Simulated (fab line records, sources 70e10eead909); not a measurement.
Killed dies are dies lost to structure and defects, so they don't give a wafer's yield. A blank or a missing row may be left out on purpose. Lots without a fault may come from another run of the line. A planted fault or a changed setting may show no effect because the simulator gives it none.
Chamber matching | flow nand_harc | NHARC_A_BONDPAD_DEP_00 on pecvd-03: 3 sister chambers
The step deposits SiCN, target thk 250 nm. 6 wafers are shown with their chamber, then 7 later ones without.

WAFERS WITH THEIR CHAMBER
wafer  | chamber | heater_power_w (W)
L076.6 | 2       | 606
L080.4 | 1       | 501
L086.5 | 2       | 539
L086.6 | 1       | 506
L088.2 | 0       | 676
L088.4 | 0       | 697

WAFERS WITHOUT THEIR CHAMBER
wafer  | heater_power_w (W)
L088.5 | 581
L092.1 | 449
L092.2 | 729
L092.3 | 528
L092.4 | 552
L092.5 | 455
L092.6 | 735

WHICH CHAMBER EACH WENT THROUGH
wafer  | from the rows above     | in truth
L088.5 | 2                       | 2
L092.1 | 1                       | 1
L092.2 | 0                       | 0
L092.3 | can't be placed: 1 or 2 | 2
L092.4 | can't be placed: 2 or 1 | 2
L092.5 | 1                       | 1
L092.6 | 0                       | 0
Placed correctly: 5 of 7. Can't be placed from these rows: 2 (the true chamber is among the candidates in 2). Placed wrongly: 0.
How it was worked out, from the rows above alone: a wafer's distance from a chamber is the root of the sum, over the readings, of the square of ((its reading less the chamber's mean) divided by the reading's scatter). The wafer belongs to the nearest chamber; if the next one is less than 2 further off, it can't be placed. A chamber's mean is the mean of its shown wafers. The scatter: the root of (the sum of the squares of (reading less its chamber's mean) over the shown wafers, divided by (wafers less chambers)).
